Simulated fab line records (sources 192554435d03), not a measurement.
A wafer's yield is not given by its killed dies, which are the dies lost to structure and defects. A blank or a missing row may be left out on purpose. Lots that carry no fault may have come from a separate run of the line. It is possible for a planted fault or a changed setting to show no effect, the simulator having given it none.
A single fault, viewed from 2 desks    flow n5-finfet    only its own numbers are on each desk; what lay behind them is given at the end

## FROM THE METROLOGY DESK
Means of the sampled wafers that have a number, per lot and without regard to the tool the lot ran on: this is what the gauges read. Marked OUT: a lot whose mean sits more than 4 standard deviations from the usual mean, which makes it out of limits; the brackets give that distance. Only the readings that lie furthest out on some lot appear, 7 of the 10 it has.
Columns: A = DIBL_P at N5_BEOL_M4_RC_MEAS_101, usual 36.2 mV/V; B = IOFF_P at N5_BEOL_M4_RC_MEAS_101, usual 0.21 nA/um; C = ION_N at N5_BEOL_M4_RC_MEAS_101, usual 679 uA/um; D = ION_P at N5_BEOL_M4_RC_MEAS_101, usual 465 uA/um; E = SS_N at N5_BEOL_M4_RC_MEAS_101, usual 71.4 mV/dec; F = SS_P at N5_BEOL_M4_RC_MEAS_101, usual 73.3 mV/dec; G = VT_P at N5_BEOL_M4_RC_MEAS_101, usual -251 mV
lot   first seen here  A     B     C    D    E     F     G
L255  day 8 21:14      33.4  0.19  674  462  70.8  72.7  -251
L256  day 9 03:38      33.5  0.18  667  460  70.7  73.2  -252
L258  day 9 14:35      35.4  0.23  678  470  70.6  72.4  -246
L262  day 9 18:01      40.2  0.20  682  452  72.3  74.3  -258
L261  day 9 22:29      35.1  0.20  676  460  71.5  73.6  -250
L264  day 11 11:17     38.4  0.26  682  471  71.6  73.6  -247
L266  day 11 11:38     35.8  0.21  679  469  71.4  73.1  -250
L268  day 11 20:20     37.2  0.22  673  465  71.8  73.5  -250
L271  day 12 03:20     34.2  0.15  668  460  70.8  72.4  -256
L272  day 12 16:41     37.5  0.21  676  469  71.9  73.2  -250
L275  day 14 02:05     37.4  0.23  700  470  71.4  74.2  -248
Finding of this desk: none of the 11 lots has anything out of limits.

## DESK OF THE TOOL OWNER: rie-diel-01
The tool's own readings at N5_BEOL_M2_ETCH_74 (etches underlayer in N2/H2, target depth 6.5 nm, time 5.2 s): means of the sampled wafers that have a number, for each lot that ran on this tool. Marked OUT: a lot whose mean sits more than 4 standard deviations from the usual mean, which makes it out of limits; the brackets give that distance.
Columns: A = drypump-motor-current-A at N5_BEOL_M2_ETCH_74, usual 5.7 A; B = etch-rf-on-time-s at N5_BEOL_M2_ETCH_74, usual 5.15 s; C = oes-product-au at N5_BEOL_M2_ETCH_74, usual 0.69 a.u.; D = rf-vpp-V at N5_BEOL_M2_ETCH_74, usual 524.4 V; E = showerhead-plenum-p-Torr at N5_BEOL_M2_ETCH_74, usual 2.55 Torr; F = throttle-valve-pct at N5_BEOL_M2_ETCH_74, usual 17.84 %
lot   first seen here  A    B                C     D      E     F
L264  day 9 22:23      5.7  5.15             0.66  525.4  2.57  17.83
L266  day 10 07:40     5.5  5.12             0.69  525.3  2.58  17.82
L268  day 10 10:32     5.7  5.17             0.67  524.0  2.57  17.82
L272  day 11 03:16     5.2  4.38 (-7.7) OUT  0.82  525.1  2.57  17.69
L275  day 12 09:35     5.8  4.37 (-7.8) OUT  0.77  524.3  2.54  17.75
Finding of this desk: L272, L275 out of limits; the first was L272 at day 11 03:16, on etch-rf-on-time-s at N5_BEOL_M2_ETCH_74. Within limits: L264, L266, L268.

## BROUGHT TOGETHER
The tool owner's desk had the chance to raise an alarm at day 11 03:16 on L272, L275.
Nothing out of limits was seen by the metrology desk.
The metrology desk has L272, L275 on record, within its limits.
N5_BEOL_M2_ETCH_74 was run on rie-diel-01 by each of the lots named.

## WHAT WAS PUT IN BY THE SIMULATOR
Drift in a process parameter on rie-diel-01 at N5_BEOL_M2_ETCH_74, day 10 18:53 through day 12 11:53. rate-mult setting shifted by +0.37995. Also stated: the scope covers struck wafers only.
Struck lots among those shown: L272, L275.
Delay in hours, fault start to first out-of-limits reading, by desk: the tool owner's desk at 8.
